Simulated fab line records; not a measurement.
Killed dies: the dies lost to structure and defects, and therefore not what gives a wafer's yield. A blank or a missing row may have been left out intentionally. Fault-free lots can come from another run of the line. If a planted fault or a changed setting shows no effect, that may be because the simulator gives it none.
Which of the tools did it?    flow nand_harc    6 lots, 17 wafers sampled, at 4 steps of a route of 1302

## WHAT THE GAUGES SHOWED, per wafer
NHARC_A_SLIT_CD_MEAS_21.
lot   measured      on         cd_nm (nm)
L252  day 20 15:43  cd_sem-02  290.7 291.2 291.7
L258  day 23 09:05  cd_sem-02  289.4 290.7 291.5
L259  day 24 09:07  cd_sem-02  290.7 288.8 289.8
L262  day 25 08:24  cd_sem-03  287.6 289.5
L271  day 28 21:32  cd_sem-01  290.0 288.3 288.4
L273  day 30 15:40  cd_sem-03  290.9 291.7 290.7

## EACH LOT AND THE TOOL THAT RAN IT (in order: tool; ch and the chambers of the sampled wafers; start)
lot   NHARC_A_STAIRCASE_ETCH_444        NHARC_A_SLIT_SOFTBAKE_04           NHARC_A_SLIT_ETCH_29
L252  rie_diel-07 ch 0,1, day 19 12:25  litho_track-01 ch 0, day 20 08:00  rie_diel-10 ch 1,2, day 20 15:07
L258  rie_diel-12 ch 2,3, day 22 07:14  litho_track-01 ch 0, day 23 02:00  rie_diel-09 ch 2,3, day 23 08:33
L259  rie_diel-08 ch 1,3, day 23 06:28  litho_track-01 ch 0, day 24 00:00  rie_diel-05 ch 1,2,3, day 24 08:35
L262  rie_diel-07 ch 2,3, day 24 00:53  litho_track-01 ch 0, day 25 00:00  rie_diel-05 ch 2,3, day 25 07:47
L271  rie_diel-12 ch 1,3, day 27 15:09  litho_track-01 ch 0, day 28 11:00  rie_diel-09 ch 1,2, day 28 21:00
L273  rie_diel-08 ch 0,1, day 29 08:48  litho_track-04 ch 0, day 30 07:00  rie_diel-10 ch 0,1,3, day 30 15:08
- NHARC_A_STAIRCASE_ETCH_444: etches the open film in C4F8/O2, target depth 20400 nm, time 6800 s.
- NHARC_A_SLIT_SOFTBAKE_04: time 55 s.
- NHARC_A_SLIT_ETCH_29: etches the open film in CF4/O2, target depth 100 nm, overetch 10 nm, time 55 s.

## THE ANSWER, worked out from the rows above alone
Rule: the lots themselves supply what counts as usual. The widest of any qualifying gaps counts: lots, ordered by their means at a reading, are off when they make up no more than a third of the lots, leave a main group of 4 or more, and stand apart from it by 3 or more times the standard deviation of that group's means. If all means in a main group match to the digits the tables above print for the reading, that group is not used. A lot without any number at a reading at which 4 lots or more have one is off too. Any other lot the step has rows for is counted as sound.
None of the lots is off at any reading shown; this tells nothing.

## WHAT THE SIMULATOR PUT IN
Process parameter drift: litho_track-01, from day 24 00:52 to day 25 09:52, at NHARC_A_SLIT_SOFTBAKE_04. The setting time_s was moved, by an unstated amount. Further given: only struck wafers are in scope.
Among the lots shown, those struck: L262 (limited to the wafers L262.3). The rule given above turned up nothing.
